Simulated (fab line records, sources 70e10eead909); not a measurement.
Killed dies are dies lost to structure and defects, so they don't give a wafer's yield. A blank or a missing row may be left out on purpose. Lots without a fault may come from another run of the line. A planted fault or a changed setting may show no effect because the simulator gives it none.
Which tool did it? | flow nand_harc | 24 lots, 72 wafers sampled, at 4 steps of a route of 1302

WHAT THE GAUGES READ, wafer by wafer
NHARC_P_M1_OVL_MEAS_10: pitch 260 nm.
lot  | measured     | on         | overlay_x_nm (nm) | overlay_y_nm (nm)
L074 | day 6 11:43  | overlay-01 | 0.2 0.9 0.7       | 0.1 0.2 0.3
L075 | day 6 14:26  | overlay-01 | 1.0 1.7 1.3       | -0.1 -0.2 0.0
L076 | day 7 02:06  | overlay-01 | -0.2 -1.1 -1.7    | -0.7 -0.8 -0.2
L077 | day 7 11:00  | overlay-01 | -1.1 -0.8 -0.8    | -0.1 0.4 0.0
L078 | day 8 00:25  | overlay-02 | -0.5 -0.5 -0.2    | 1.1 0.7 0.4
L079 | day 8 10:22  | overlay-01 | -0.8 -1.1 -1.6    | -0.1 0.1 0.5
L080 | day 8 15:58  | overlay-02 | -0.7 -0.4 -0.7    | -1.0 -0.6 -0.9
L081 | day 9 09:53  | overlay-02 | 0.4 -0.2 0.3      | -1.1 -0.8 -1.1
L082 | day 9 15:53  | overlay-01 | 0.3 -0.3 0.0      | -0.3 0.8 0.3
L083 | day 9 23:41  | overlay-01 | 0.4 -0.6 0.4      | -0.2 0.4 -0.1
L084 | day 10 16:37 | overlay-02 | -1.0 -1.0 -1.2    | -1.1 -1.6 -1.2
L085 | day 11 01:05 | overlay-02 | 0.1 1.3 1.0       | 0.0 0.0 -0.5
L086 | day 11 07:40 | overlay-02 | -0.1 -0.7 -0.1    | -0.2 -0.1 -0.2
L087 | day 11 11:04 | overlay-02 | 0.8 0.6 0.8       | -0.6 -0.5 -0.3
L088 | day 12 10:45 | overlay-02 | 0.1 -0.3 -0.2     | 1.3 0.7 1.6
L089 | day 12 10:56 | overlay-01 | -0.8 -1.1 -1.1    | 0.4 -0.7 0.0
L090 | day 13 04:28 | overlay-01 | -0.3 -0.3 -0.3    | 0.8 0.6 0.4
L091 | day 13 15:20 | overlay-02 | -0.8 -0.5 -0.1    | -1.3 -1.6 -1.4
L092 | day 13 18:08 | overlay-01 | -0.1 0.2 0.2      | 0.1 -0.1 0.0
L093 | day 14 05:51 | overlay-02 | 0.6 0.8 0.7       | 0.5 0.0 0.7
L094 | day 14 19:45 | overlay-02 | -0.9 -0.5 -0.9    | -0.2 0.8 0.8
L095 | day 15 02:37 | overlay-02 | -0.4 -0.9 -0.1    | -1.2 -0.6 -1.9
L096 | day 15 07:17 | overlay-01 | -0.3 -0.8 -0.7    | -0.1 -1.1 -0.8
L097 | day 15 21:05 | overlay-01 | 1.3 1.3 1.1       | -0.4 -0.4 -0.4

WHICH TOOL RAN EACH LOT (tool, then ch and the chambers of the sampled wafers, then the start)
lot  | NHARC_P_CONTACT_CMP_01        | NHARC_P_CONTACT_ETCH_36                       | NHARC_P_CONTACT_ETCH_31
L074 | cmp-02 ch 0,1,2, day 6 02:48  | rie_diel-11 ch 1,2, day 6 11:43 or earlier    | rie_diel-11 ch 0,1,3, day 6 11:43 or earlier
L075 | cmp-02 ch 0,1,3, day 6 05:32  | rie_diel-01 ch 1,2,3, day 6 14:26 or earlier  | rie_diel-01 ch 0,2,3, day 6 14:26 or earlier
L076 | cmp-04 ch 0,1,3, day 6 16:53  | rie_diel-11 ch 0,2,3, day 7 02:06 or earlier  | rie_diel-11 ch 0,1,3, day 7 02:06 or earlier
L077 | cmp-01 ch 1,2, day 7 01:23    | rie_diel-01 ch 0,3, day 7 11:00 or earlier    | rie_diel-01 ch 0,1, day 7 11:00 or earlier
L078 | cmp-04 ch 1,2, day 7 15:08    | rie_diel-08 ch 0,1, day 8 00:25 or earlier    | rie_diel-08 ch 0,2,3, day 8 00:25 or earlier
L079 | cmp-04 ch 2,3, day 8 01:29    | rie_diel-08 ch 0,1,2, day 8 10:22 or earlier  | rie_diel-08 ch 0,3, day 8 10:22 or earlier
L080 | cmp-04 ch 0,2,3, day 8 06:59  | rie_diel-11 ch 0,1,3, day 8 15:58 or earlier  | rie_diel-11 ch 0,1,2, day 8 15:58 or earlier
L081 | cmp-02 ch 0,2,3, day 9 00:53  | rie_diel-11 ch 0,2,3, day 9 09:53 or earlier  | rie_diel-11 ch 0,1,2, day 9 09:53 or earlier
L082 | cmp-02 ch 0,1,3, day 9 06:54  | rie_diel-01 ch 0,1,3, day 9 15:53 or earlier  | rie_diel-01 ch 0,2,3, day 9 15:53 or earlier
L083 | cmp-04 ch 0,1,3, day 9 14:49  | rie_diel-08 ch 2,3, day 9 23:41 or earlier    | rie_diel-08 ch 0,1, day 9 23:41 or earlier
L084 | cmp-01 ch 1,2,3, day 10 07:31 | rie_diel-08 ch 0,2,3, day 10 16:37 or earlier | rie_diel-08 ch 0,3, day 10 16:37 or earlier
L085 | cmp-02 ch 1,3, day 10 15:47   | rie_diel-08 ch 0,1,2, day 11 01:05 or earlier | rie_diel-08 ch 0,2,3, day 11 01:05 or earlier
L086 | cmp-04 ch 1,2, day 10 21:52   | rie_diel-08 ch 1,2, day 11 07:40 or earlier   | rie_diel-08 ch 0,1, day 11 07:40 or earlier
L087 | cmp-02 ch 0,2, day 11 01:43   | rie_diel-11 ch 0,1,2, day 11 11:04 or earlier | rie_diel-11 ch 1,2, day 11 11:04 or earlier
L088 | cmp-01 ch 1,2,3, day 12 01:41 | rie_diel-11 ch 1,2, day 12 10:45 or earlier   | rie_diel-11 ch 1,2,3, day 12 10:45 or earlier
L089 | cmp-02 ch 0,3, day 12 02:04   | rie_diel-08 ch 0,1,2, day 12 10:56 or earlier | rie_diel-08 ch 0,2, day 12 10:56 or earlier
L090 | cmp-01 ch 1,2, day 12 19:11   | rie_diel-11 ch 0,2,3, day 13 04:28 or earlier | rie_diel-11 ch 0,1,2, day 13 04:28 or earlier
L091 | cmp-02 ch 1,2,3, day 13 06:21 | rie_diel-11 ch 0,1,2, day 13 15:20 or earlier | rie_diel-11 ch 0,3, day 13 15:20 or earlier
L092 | cmp-01 ch 0,1,3, day 13 09:13 | rie_diel-01 ch 1,3, day 13 18:08 or earlier   | rie_diel-01 ch 0,2,3, day 13 18:08 or earlier
L093 | cmp-02 ch 0,1,3, day 13 20:54 | rie_diel-08 ch 1,2,3, day 14 05:51 or earlier | rie_diel-08 ch 0,3, day 14 05:51 or earlier
L094 | cmp-04 ch 0,1,2, day 14 10:29 | rie_diel-08 ch 0,2,3, day 14 19:45 or earlier | rie_diel-08 ch 1,2,3, day 14 19:45 or earlier
L095 | cmp-02 ch 1,2,3, day 14 17:08 | rie_diel-11 ch 0,2,3, day 15 02:37 or earlier | rie_diel-11 ch 2,3, day 15 02:37 or earlier
L096 | cmp-04 ch 0,2,3, day 14 22:17 | rie_diel-11 ch 0,1,3, day 15 07:17 or earlier | rie_diel-11 ch 0,1,2, day 15 07:17 or earlier
L097 | cmp-02 ch 0,1, day 15 11:53   | rie_diel-11 ch 0,2,3, day 15 21:05 or earlier | rie_diel-11 ch 0,3, day 15 21:05 or earlier
- NHARC_P_CONTACT_CMP_01: polishes SiO2, target thk 200 nm.
- NHARC_P_CONTACT_ETCH_36: etches the open film in N2/H2, target depth 260 nm, time 406.25 s.
- NHARC_P_CONTACT_ETCH_31: etches the open film in CH3F/O2, target depth 30 nm, time 85.7 s.

WHAT THE TOOLS THEMSELVES READ (means of the sampled wafers that have a number; where no wafer has one, the mark that the record gives instead)
NHARC_P_CONTACT_CMP_01.
lot  | tool   | motor_current_A (A)
L074 | cmp-02 | 11.5
L075 | cmp-02 | 11.5
L076 | cmp-04 | 11.4
L077 | cmp-01 | 13.5
L078 | cmp-04 | 10.3
L079 | cmp-04 | 10.7
L080 | cmp-04 | 11.7
L081 | cmp-02 | 12.1
L082 | cmp-02 | 11.4
L083 | cmp-04 | 11.3
L084 | cmp-01 | 13.8
L085 | cmp-02 | 11.7
L086 | cmp-04 | 10.2
L087 | cmp-02 | 11.3
L088 | cmp-01 | 13.8
L089 | cmp-02 | 11.9
L090 | cmp-01 | 14.0
L091 | cmp-02 | 11.9
L092 | cmp-01 | 12.9
L093 | cmp-02 | 11.2
L094 | cmp-04 | 11.3
L095 | cmp-02 | 12.3
L096 | cmp-04 | 11.8
L097 | cmp-02 | 10.8

NHARC_P_CONTACT_ETCH_36.
lot  | tool        | chamber_pressure_mTorr (mTorr) | drypump_motor_current_A (A) | h2_flow_sccm (sccm) | mfc_ar_sccm (sccm) | oes_product_au (a.u.) | rf_vpp_V (V) | showerhead_plenum_p_Torr (Torr) | throttle_valve_pct (%)
L074 | rie_diel-11 | 30.022                         | 5.6                         | 150.1               | 0.018              | 0.996                 | 429          | 2.01                            | 14.173
L075 | rie_diel-01 | 29.985                         | 5.8                         | 149.6               | 0.007              | 0.998                 | 433          | 2.15                            | 14.165
L076 | rie_diel-11 | 30.012                         | 5.6                         | 150.3               | 0.013              | 0.996                 | 430          | 2.02                            | 14.172
L077 | rie_diel-01 | 29.996                         | 5.1                         | 149.3               | 0.010              | 0.986                 | 432          | 2.08                            | 14.180
L078 | rie_diel-08 | 30.004                         | 5.7                         | 149.8               | 0.006              | 1.005                 | 430          | 2.05                            | 14.170
L079 | rie_diel-08 | 29.991                         | 5.8                         | 149.7               | 0.011              | 0.995                 | 428          | 1.97                            | 14.176
L080 | rie_diel-11 | 29.976                         | 5.5                         | 149.6               | 0.013              | 0.991                 | 432          | 2.10                            | 14.161
L081 | rie_diel-11 | 29.986                         | 5.6                         | 150.2               | 0.013              | 1.005                 | 430          | 2.02                            | 14.166
L082 | rie_diel-01 | 30.017                         | 5.7                         | 149.8               | 0.014              | 0.998                 | 431          | 2.08                            | 14.168
L083 | rie_diel-08 | 30.026                         | 6.2                         | 149.6               | 0.012              | 0.991                 | 426          | 1.90                            | 14.172
L084 | rie_diel-08 | 30.002                         | 6.1                         | 150.2               | 0.007              | 0.995                 | 429          | 1.97                            | 14.171
L085 | rie_diel-08 | 30.028                         | 5.8                         | 150.4               | 0.011              | 1.005                 | 429          | 1.97                            | 14.176
L086 | rie_diel-08 | 30.001                         | 5.9                         | 150.3               | 0.017              | 1.006                 | 426          | 1.89                            | 14.173
L087 | rie_diel-11 | 30.007                         | 5.7                         | 150.1               | 0.012              | 1.002                 | 430          | 2.01                            | 14.178
L088 | rie_diel-11 | 29.984                         | 5.6                         | 149.8               | 0.018              | 1.007                 | 430          | 2.01                            | 14.177
L089 | rie_diel-08 | 30.015                         | 5.8                         | 150.1               | 0.011              | 0.999                 | 428          | 1.96                            | 14.174
L090 | rie_diel-11 | 29.972                         | 5.6                         | 149.8               | 0.013              | 0.992                 | 430          | 2.02                            | 14.177
L091 | rie_diel-11 | 30.001                         | 5.7                         | 149.8               | 0.012              | 1.000                 | 430          | 2.01                            | 14.168
L092 | rie_diel-01 | 30.019                         | 6.0                         | 149.8               | 0.013              | 1.003                 | 433          | 2.12                            | 14.164
L093 | rie_diel-08 | 29.998                         | 6.2                         | 150.1               | 0.014              | 1.001                 | 427          | 1.89                            | 14.170
L094 | rie_diel-08 | 30.027                         | 6.1                         | 149.9               | 0.007              | 1.001                 | 429          | 1.97                            | 14.173
L095 | rie_diel-11 | 29.991                         | 5.6                         | 150.1               | 0.013              | 1.001                 | 430          | 2.02                            | 14.163
L096 | rie_diel-11 | 29.984                         | 5.5                         | 150.1               | 0.013              | 1.002                 | 431          | 2.10                            | 14.170
L097 | rie_diel-11 | 29.996                         | 5.6                         | 149.9               | 0.013              | 0.996                 | 430          | 2.02                            | 14.176

NHARC_P_CONTACT_ETCH_31.
lot  | tool        | chamber_pressure_mTorr (mTorr) | drypump_motor_current_A (A) | mfc_ar_sccm (sccm) | oes_product_au (a.u.) | rf_vpp_V (V) | showerhead_plenum_p_Torr (Torr) | throttle_valve_pct (%)
L074 | rie_diel-11 | 25.019                         | 5.5                         | 199.2              | 0.979                 | 244.5        | 2.53                            | 20.666
L075 | rie_diel-01 | 24.989                         | 5.5                         | 199.9              | 0.983                 | 246.3        | 2.54                            | 20.673
L076 | rie_diel-11 | 25.004                         | 5.5                         | 199.9              | 0.973                 | 244.3        | 2.53                            | 20.662
L077 | rie_diel-01 | 25.018                         | 6.4                         | 199.7              | 0.987                 | 245.4        | 2.51                            | 20.657
L078 | rie_diel-08 | 24.986                         | 6.1                         | 199.5              | 0.985                 | 243.2        | 2.38                            | 20.655
L079 | rie_diel-08 | 25.008                         | 6.0                         | 199.3              | 0.957                 | 243.8        | 2.47                            | 20.664
L080 | rie_diel-11 | 24.983                         | 5.7                         | 200.1              | 0.975                 | 243.7        | 2.43                            | 20.674
L081 | rie_diel-11 | 25.030                         | 5.7                         | 199.7              | 0.977                 | 244.2        | 2.43                            | 20.668
L082 | rie_diel-01 | 25.003                         | 5.5                         | 199.4              | 0.974                 | 245.3        | 2.54                            | 20.665
L083 | rie_diel-08 | 24.987                         | 5.7                         | 199.9              | 0.973                 | 244.2        | 2.46                            | 20.666
L084 | rie_diel-08 | 24.989                         | 6.4                         | 199.7              | 0.981                 | 243.1        | 2.39                            | 20.666
L085 | rie_diel-08 | 24.984                         | 6.1                         | 199.9              | 0.975                 | 243.4        | 2.38                            | 20.660
L086 | rie_diel-08 | 25.011                         | 5.7                         | 200.2              | 0.991                 | 244.1        | 2.46                            | 20.662
L087 | rie_diel-11 | 24.993                         | 5.5                         | 200.6              | 0.986                 | 245.5        | 2.52                            | 20.659
L088 | rie_diel-11 | 25.014                         | 5.4                         | 200.8              | 0.977                 | 245.7        | 2.53                            | 20.664
L089 | rie_diel-08 | 25.014                         | 5.8                         | 199.8              | 0.974                 | 242.4        | 2.37                            | 20.669
L090 | rie_diel-11 | 24.999                         | 5.7                         | 200.2              | 0.985                 | 243.9        | 2.42                            | 20.658
L091 | rie_diel-11 | 25.006                         | 5.4                         | 199.7              | 0.958                 | 245.1        | 2.53                            | 20.657
L092 | rie_diel-01 | 24.996                         | 5.5                         | 200.2              | 0.979                 | 246.4        | 2.54                            | 20.667
L093 | rie_diel-08 | 24.969                         | 6.4                         | 200.2              | 0.989                 | 243.0        | 2.38                            | 20.671
L094 | rie_diel-08 | 25.002                         | 6.2                         | 200.1              | 0.962                 | 243.1        | 2.29                            | 20.662
L095 | rie_diel-11 | 25.012                         | 5.5                         | 199.6              | 0.979                 | 243.2        | 2.43                            | 20.668
L096 | rie_diel-11 | 25.002                         | 5.7                         | 200.1              | 0.986                 | 243.3        | 2.42                            | 20.655
L097 | rie_diel-11 | 25.003                         | 5.7                         | 199.3              | 0.980                 | 243.7        | 2.44                            | 20.673

THE ANSWER, worked out from the rows above alone
Rule: what is usual is taken from the lots themselves. Put in order of their means at a reading, lots are off if they are a third of the lots or fewer, leave a main group of 4 or more, and stand apart from it by a gap of 3 or more times the standard deviation of the main group's means; of several such gaps the widest counts. A main group whose means are all the same, to the digits that the tables above print for the reading, isn't used. A lot without any number at a reading at which 4 lots or more have one is off too. The other lots that the step has rows for count as sound. The gauges are gone through in route order, then the tools' own readings, and for those a lot's mean is taken as printed above. The first step at which some lot is off is used, and at that step the reading that is off furthest; a lot without a number counts as furthest.
No lot is off at any reading shown: from this, nothing can be told.

WHAT THE SIMULATOR HAD PUT IN
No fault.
